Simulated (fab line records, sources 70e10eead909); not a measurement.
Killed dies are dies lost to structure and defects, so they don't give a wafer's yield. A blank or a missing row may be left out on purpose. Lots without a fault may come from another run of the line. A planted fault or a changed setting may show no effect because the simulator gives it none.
Chamber matching | flow nand_harc | NHARC_A_STAIRCASE_CMP_450 on cmp-01: 4 sister chambers
The step polishes SiO2, target thk 200 nm. 4 wafers are shown with their chamber, then 12 later ones without.

WAFERS WITH THEIR CHAMBER
wafer  | chamber | motor_current_A (A)
L080.2 | 2       | 13.5
L086.2 | 1       | 12.0
L089.5 | 0       | 12.7
L089.6 | 3       | 12.5

WAFERS WITHOUT THEIR CHAMBER
wafer  | motor_current_A (A)
L094.2 | 13.5
L094.4 | 12.5
L094.5 | 12.7
L092.1 | 12.7
L092.3 | 13.2
L092.5 | 12.4
L096.2 | 12.9
L096.3 | 13.7
L096.5 | 13.3
L095.3 | 13.5
L095.5 | 13.0
L095.6 | 13.9

WHICH CHAMBER EACH WENT THROUGH
wafer  | from the rows above          | in truth
L094.2 | 2                            | 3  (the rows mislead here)
L094.4 | can't be placed: 3 or 0      | 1
L094.5 | can't be placed: 0 or 3      | 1
L092.1 | can't be placed: 0 or 3      | 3
L092.3 | can't be placed: 2 or 0      | 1
L092.5 | can't be placed: 3 or 0 or 1 | 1
L096.2 | can't be placed: 0 or 3      | 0
L096.3 | 2                            | 2
L096.5 | 2                            | 2
L095.3 | 2                            | 2
L095.5 | can't be placed: 0 or 2 or 3 | 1
L095.6 | 2                            | 2
Placed correctly: 4 of 12. Can't be placed from these rows: 7 (the true chamber is among the candidates in 3). Placed wrongly: 1.
How it was worked out, from the rows above alone: a wafer's distance from a chamber is the root of the sum, over the readings, of the square of ((its reading less the chamber's mean) divided by the reading's scatter). The wafer belongs to the nearest chamber; if the next one is less than 2 further off, it can't be placed. A chamber's mean is the mean of its shown wafers. The scatter: with one shown wafer a chamber, the root of the mean of the squares of how far each hidden wafer lies from its nearest shown one.
